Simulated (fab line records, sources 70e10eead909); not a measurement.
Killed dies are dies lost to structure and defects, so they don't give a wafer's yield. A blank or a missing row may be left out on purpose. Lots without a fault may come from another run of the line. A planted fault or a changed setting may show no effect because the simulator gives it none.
A struck lot beside a sound one | flow nand_harc | 13 steps out of a route of 1159
Sound: wafers L879.1, L879.5, L879.6. Struck: wafers L890.1, L890.2, L890.3. The cause comes at the end.
At each step with rows: each side's tool, then ch and its chambers, then its first start. Under that, the readings that differ: sound wafers | struck wafers | difference of the means | sigmas: that difference in standard deviations of wafers without a fault.
alike: readings whose means differ by less than 2 such deviations, and words and numbers that are the same on both sides. not compared: withheld readings, readings that some wafer has no value for, bounds like >300 that may hide the same value, and numbers for which the record gives no deviation and whose values overlap.
The two part at a step that has a row with sigmas, a row that says differs or no value, or rows on one side only. Numbers that don't overlap but have no deviation are shown without sigmas and don't part them. A reading that every wafer of one side lacks parts them only if that side has two wafers or more.

first, 1 step without rows for these wafers: NHARC_A_ONON_D1_DEP_03 (target thk 1000 nm).
NHARC_A_ONON_D1_THK_MEAS_05: measures by ellipsometry.
  sound on film_metro-01, day 8 05:16; struck on film_metro-01, day 10 19:11
  alike: thk_nm
then, 1 step without rows for these wafers: NHARC_A_ONON_D1_DEP_06 (target thk 1000 nm).
NHARC_A_ONON_D1_THK_MEAS_08: measures by ellipsometry.
  sound on film_metro-02, day 8 05:51; struck on film_metro-01, day 10 19:45
  alike: thk_nm
then, 1 step without rows for these wafers: NHARC_A_ONON_D1_DEP_09 (target thk 1000 nm).
NHARC_A_ONON_D1_THK_MEAS_11: measures by ellipsometry.
  sound on film_metro-01, day 8 06:25; struck on film_metro-02, day 10 20:19
  reading     | sound       | struck         | difference | sigmas
  thk_nm (nm) | 991 986 987 | 1012 1011 1010 | +23        | +2
then, 1 step without rows for these wafers: NHARC_A_ONON_D1_DEP_12 (target thk 1000 nm).
NHARC_A_ONON_D1_THK_MEAS_14: measures by ellipsometry.
  sound on film_metro-02, day 8 06:59; struck on film_metro-01, day 10 20:53
  alike: thk_nm
then, 2 steps without rows for these wafers: NHARC_A_ONON_D1_ANNEAL_15 (time 3600 s); NHARC_A_ONON_D1_DEP_16 (target thk 1000 nm).
NHARC_A_ONON_D1_THK_MEAS_18: measures by ellipsometry.
  sound on film_metro-01, day 8 14:02; struck on film_metro-02, day 11 06:39
  alike: thk_nm
NHARC_A_ONON_D1_DEP_19: target thk 1000 nm.
  sound on pecvd_onon-02 ch 0, day 8 14:13; struck on pecvd_onon-02, day 11 06:42
  no value came back on the struck wafers for n2_flow_sccm (sccm), n2o_flow_sccm (sccm); on the sound wafers n2_flow_sccm (sccm) reads 2749 2748 2749
-- the record jumps here: 11 days lie between the struck wafers' starts before and after (it left off in module A_ONON_D1 and takes up again in module END, whose first step shown is number 1159 of the route) --
NHARC_END_SORT_01:
  the record has rows for the struck wafers here (prober-01 ch 0, day 22 01:04) and none for the sound ones

WHERE THEY PART
First at NHARC_A_ONON_D1_THK_MEAS_11; last, within this record, at NHARC_END_SORT_01.

WHY: what the simulator had put in
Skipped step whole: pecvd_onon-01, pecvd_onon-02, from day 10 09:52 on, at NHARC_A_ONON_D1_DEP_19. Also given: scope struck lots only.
